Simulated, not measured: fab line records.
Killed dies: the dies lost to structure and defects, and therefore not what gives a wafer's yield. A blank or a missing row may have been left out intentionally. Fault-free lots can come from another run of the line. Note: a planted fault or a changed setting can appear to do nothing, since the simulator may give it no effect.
Chamber matching	flow nand harc	4 sister chambers for NHARC_P_BONDPAD_DESCUM_11 on rie diel-09
The step chemistry O2, time 3 s. 7 wafers are shown with their chamber, then 7 later ones without.

WAFERS, EACH WITH ITS CHAMBER
wafer	chamber	drypump motor current A (A)	oes product au (a.u.)
L077.6	0	6.3	0.983
L079.5	3	6.3	0.986
L080.4	3	6.3	0.989
L080.5	1	6.2	1.002
L080.6	2	6.2	0.993
L084.2	2	6.1	0.992
L084.3	1	6.2	0.999

WAFERS WHOSE CHAMBER IS MISSING
wafer	drypump motor current A (A)	oes product au (a.u.)
L084.6	6.4	0.998
L085.2	6.2	1.001
L085.3	6.3	0.995
L085.4	6.3	1.003
L092.1	6.2	1.003
L092.2	6.3	0.995
L092.5	6.3	0.990

THE CHAMBER EACH PASSED THROUGH
wafer	from the rows above	in truth
L084.6	can't be placed: 1 or 3 or 2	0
L085.2	1	1
L085.3	can't be placed: 2 or 1 or 3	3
L085.4	1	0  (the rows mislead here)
L092.1	1	1
L092.2	can't be placed: 2 or 1 or 3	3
L092.5	3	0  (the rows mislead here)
Placed correctly: 2 of 7. Unplaceable from these rows: 3, with the true chamber sitting among the candidates in 2. Placed wrongly: 2.
How it was worked out, from the rows above alone: a wafer's distance from a chamber is the root of the sum, over the readings, of the square of ((its reading less the chamber's mean) divided by the reading's scatter). If the next closest chamber is less than 2 further off than the closest, the wafer can't be placed; otherwise it belongs to the closest. Each chamber's mean is taken over the wafers shown for it. The scatter: the root of (the sum of the squares of (reading less its chamber's mean) over the shown wafers, divided by (wafers less chambers)).
